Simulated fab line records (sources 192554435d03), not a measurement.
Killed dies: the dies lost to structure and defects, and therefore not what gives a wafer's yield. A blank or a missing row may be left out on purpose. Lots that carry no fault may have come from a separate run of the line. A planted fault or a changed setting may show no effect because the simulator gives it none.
Chamber matching | flow n5Finfet | 4 sister chambers for N5_FIN_CUT_ETCH_21 on rieDiel-03
The step etches SOC in N2/H2, target depth 219 nm, overetch 43.8 nm, time 523.5 s. 16 wafers are shown with their chamber, then 8 later ones without.

WAFERS WITH THEIR CHAMBER
wafer  | chamber | showerheadPlenumPTorr (Torr) | throttleValvePct (%) | drypumpMotorCurrentA (A)
L082.1 | 2       | 2.59                         | 17.48                | 6.2
L082.3 | 2       | 2.59                         | 17.47                | 6.2
L082.5 | 0       | 2.56                         | 17.82                | 5.4
L084.1 | 2       | 2.59                         | 17.48                | 6.1
L084.3 | 3       | 2.39                         | 18.42                | 6.1
L084.6 | 2       | 2.59                         | 17.49                | 6.1
L087.1 | 0       | 2.55                         | 17.86                | 5.4
L087.4 | 0       | 2.55                         | 17.86                | 5.4
L087.5 | 2       | 2.59                         | 17.50                | 6.2
L088.2 | 3       | 2.39                         | 18.43                | 6.0
L088.3 | 0       | 2.55                         | 17.86                | 5.4
L088.5 | 3       | 2.39                         | 18.41                | 6.1
L092.4 | 1       | 2.42                         | 17.77                | 6.0
L092.5 | 2       | 2.58                         | 17.53                | 6.1
L092.6 | 1       | 2.42                         | 17.76                | 6.0
L093.1 | 2       | 2.58                         | 17.53                | 6.2

SIGNATURES (means of the wafers above)
reading               | chamber 0 | chamber 1 | chamber 2 | chamber 3 | scatter within a chamber
showerheadPlenumPTorr | 2.5525    | 2.4200    | 2.5871    | 2.3900    | 0.00426
throttleValvePct      | 17.8500   | 17.7650   | 17.4971   | 18.4200   | 0.0204
drypumpMotorCurrentA  | 5.400     | 6.000     | 6.157     | 6.067     | 0.0445
Rule: a wafer's distance from a chamber is the root of the sum, over the readings, of the square of ((its reading less the chamber's mean) divided by the reading's scatter). The wafer belongs to the nearest chamber; if the next one is less than 2 further off, it can't be placed. The scatter: take each reading less its chamber's mean, square it, sum over the shown wafers, divide by the number of wafers less the number of chambers, and take the root.

WAFERS MISSING THEIR CHAMBER
wafer  | showerheadPlenumPTorr (Torr) | throttleValvePct (%) | drypumpMotorCurrentA (A)
L093.4 | 2.72                         | 17.91                | 6.1
L093.6 | 2.42                         | 17.75                | 6.0
L095.1 | 2.58                         | 17.52                | 6.2
L095.2 | 2.55                         | 17.87                | 5.4
L095.3 | 2.42                         | 17.75                | 6.0
L096.1 | 2.55                         | 17.89                | 5.4
L096.3 | 2.41                         | 17.77                | 5.9
L096.4 | 2.58                         | 17.52                | 6.1

WHICH CHAMBER EACH WENT THROUGH
wafer  | from the rows above | in truth
L093.4 | 2                   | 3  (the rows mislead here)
L093.6 | 1                   | 1
L095.1 | 2                   | 2
L095.2 | 0                   | 0
L095.3 | 1                   | 1
L096.1 | 0                   | 0
L096.3 | 1                   | 1
L096.4 | 2                   | 2
Correct placement for 7 of the 8. Can't be placed from these rows: 0. Wrongly placed: 1.
